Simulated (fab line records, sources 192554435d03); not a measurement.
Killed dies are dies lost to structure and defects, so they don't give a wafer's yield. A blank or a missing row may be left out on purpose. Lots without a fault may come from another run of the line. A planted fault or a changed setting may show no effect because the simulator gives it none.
One fault seen from 2 desks | flow n5_finfet | each desk has only its own numbers; what lay behind them comes last

THE TOOL OWNER'S DESK: rie_metal-02
The tool's own readings at N5_PASSIVATION_ETCH_59 (etches TaN in Cl2/BCl3, target depth 65 nm, time 34.9 s): means of the sampled wafers that have a number, for each lot that ran on this tool. A lot is out of limits, marked OUT, if its mean lies more than 4 standard deviations from the usual mean; the brackets give that distance.
Columns: A = drypump_motor_current_A at N5_PASSIVATION_ETCH_59, usual 5.62 A; B = mfc_cl2_sccm at N5_PASSIVATION_ETCH_59, usual 60.00 sccm; C = oes_product_au at N5_PASSIVATION_ETCH_59, usual 0.81 a.u.; D = throttle_valve_pct at N5_PASSIVATION_ETCH_59, usual 21.16 %
lot  | first seen here | A    | B     | C    | D
L143 | day 13 18:49    | 5.78 | 59.82 | 0.87 | 21.15
L147 | day 14 10:26    | 5.65 | 60.05 | 0.94 | 20.89
L148 | day 14 22:07    | 5.75 | 60.14 | 0.88 | 21.09
L154 | day 17 01:04    | 5.73 | 60.17 | 0.86 | 21.06
L160 | day 18 03:15    | 5.78 | 59.84 | 0.81 | 21.20
This desk's finding: nothing out of limits on any of the 5 lots.

THE METROLOGY DESK
What the gauges read, lot by lot, whatever tool the lot ran on: means of the sampled wafers that have a number. A lot is out of limits, marked OUT, if its mean lies more than 4 standard deviations from the usual mean; the brackets give that distance. Of its 11 readings 7 are shown: those that lie furthest out on some lot.
Columns: A = IOFF_N at N5_BEOL_M4_RC_MEAS_101, usual 0.159 nA/um; B = IOFF_P at N5_BEOL_M4_RC_MEAS_101, usual 0.21 nA/um; C = ION_N at N5_BEOL_M4_RC_MEAS_101, usual 675 uA/um; D = ION_P at N5_BEOL_M4_RC_MEAS_101, usual 464 uA/um; E = SS_P at N5_BEOL_M4_RC_MEAS_101, usual 73.3 mV/dec; F = VT_N at N5_BEOL_M4_RC_MEAS_101, usual 249 mV; G = VT_P at N5_BEOL_M4_RC_MEAS_101, usual -250 mV
lot  | first seen here | A     | B    | C   | D   | E    | F   | G
L140 | day 8 09:32     | 0.149 | 0.22 | 664 | 460 | 73.2 | 251 | -247
L143 | day 9 07:42     | 0.163 | 0.21 | 673 | 463 | 73.3 | 249 | -250
L147 | day 10 05:15    | 0.186 | 0.23 | 684 | 470 | 73.2 | 246 | -248
L148 | day 10 11:02    | 0.221 | 0.30 | 695 | 477 | 74.4 | 244 | -240
L152 | day 11 15:29    | 0.144 | 0.18 | 675 | 463 | 72.9 | 249 | -253
L154 | day 12 05:31    | 0.162 | 0.19 | 671 | 458 | 73.6 | 251 | -254
L155 | day 12 10:04    | 0.182 | 0.23 | 688 | 466 | 73.8 | 246 | -248
L156 | day 12 12:51    | 0.185 | 0.23 | 673 | 463 | 74.5 | 249 | -249
L159 | day 13 18:02    | 0.188 | 0.31 | 684 | 478 | 73.8 | 246 | -242
L160 | day 14 09:27    | 0.176 | 0.23 | 683 | 470 | 73.1 | 246 | -247
This desk's finding: nothing out of limits on any of the 10 lots.

PUT TOGETHER
The tool owner's desk saw nothing out of limits.
The metrology desk saw nothing out of limits.

WHAT THE SIMULATOR HAD PUT IN
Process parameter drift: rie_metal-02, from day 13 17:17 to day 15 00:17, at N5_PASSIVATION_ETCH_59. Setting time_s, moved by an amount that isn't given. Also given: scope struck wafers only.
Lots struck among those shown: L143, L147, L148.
